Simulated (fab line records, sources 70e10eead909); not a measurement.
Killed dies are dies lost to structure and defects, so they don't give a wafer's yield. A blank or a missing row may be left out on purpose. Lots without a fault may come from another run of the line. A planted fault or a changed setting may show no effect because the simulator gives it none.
One fault seen from 2 desks | flow nand_harc | each desk has only its own numbers; what lay behind them comes last

THE METROLOGY DESK
What the gauges read, lot by lot, whatever tool the lot ran on: means of the sampled wafers that have a number. A lot is out of limits, marked OUT, if its mean lies more than 4 standard deviations from the usual mean; the brackets give that distance.
Columns: A = cd_nm at NHARC_A_BLC_CD_MEAS_10, usual 99.9 nm; B = cd_nm at NHARC_A_M0_CD_MEAS_09, usual 80.1 nm; C = cd_nm at NHARC_A_M0_CD_MEAS_16, usual 80.0 nm
lot  | first seen here | A     | B               | C
L165 | day 17 21:08    | 99.7  | 80.3            | 80.0
L168 | day 17 21:53    | 100.7 | 80.7            | 80.5
L167 | day 17 23:04    | 99.5  | 80.1            | 79.5
L170 | day 19 02:02    | 99.2  | 80.4            | 80.4
L176 | day 20 03:14    | 100.4 | 80.1            | 79.4
L177 | day 20 05:49    | 100.0 | 76.4 (-6.1) OUT | 76.7 (-4.1) OUT
L175 | day 20 18:59    | 100.5 | 80.5            | 80.1
L179 | day 20 19:43    | 100.0 | 76.4 (-6.0) OUT | 76.7 (-4.1) OUT
L184 | day 21 20:03    | 99.3  | 79.6            | 79.9
L185 | day 22 20:05    | 100.0 | 80.5            | 80.1
L186 | day 22 21:37    | 100.1 | 79.8            | 79.5
This desk's finding: out of limits on L177, L179; first on L177, day 20 09:55 (cd_nm at NHARC_A_M0_CD_MEAS_09). In limits: L165, L168, L167, L170, L176, L175, L184, L185, L186.

THE TOOL OWNER'S DESK: arfi_scanner-02
The tool's own readings at NHARC_A_M0_EXPOSE_06 (exposes mask A M0, target cd 80 nm): means of the sampled wafers that have a number, for each lot that ran on this tool. A lot is out of limits, marked OUT, if its mean lies more than 4 standard deviations from the usual mean; the brackets give that distance.
Columns: A = exposure_dose_mJ_cm2 at NHARC_A_M0_EXPOSE_06, usual 83.26
lot  | first seen here | A
L165 | day 18 03:54    | 83.15
L170 | day 19 06:13    | 83.33
L176 | day 20 07:13    | 83.30
L177 | day 20 09:47    | 79.04 (-50) OUT
L179 | day 21 08:09    | 79.92 (-40) OUT
This desk's finding: out of limits on L177, L179; first on L177, day 20 09:47 (exposure_dose_mJ_cm2 at NHARC_A_M0_EXPOSE_06). In limits: L165, L170, L176.

PUT TOGETHER
The tool owner's desk could have raised an alarm at day 20 09:47, on L177, L179.
The metrology desk could have raised an alarm at day 20 09:55, on L177, L179.
Of the lots named, all ran NHARC_A_M0_EXPOSE_06 on arfi_scanner-02.

WHAT THE SIMULATOR HAD PUT IN
Process parameter drift: arfi_scanner-02, from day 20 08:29 on, at NHARC_A_M0_EXPOSE_06. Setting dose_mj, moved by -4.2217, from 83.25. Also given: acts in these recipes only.
Lots struck among those shown: L177, L179.
Hours from the fault's start to each desk's first reading out of limits: the tool owner's desk, 1; the metrology desk, 1.
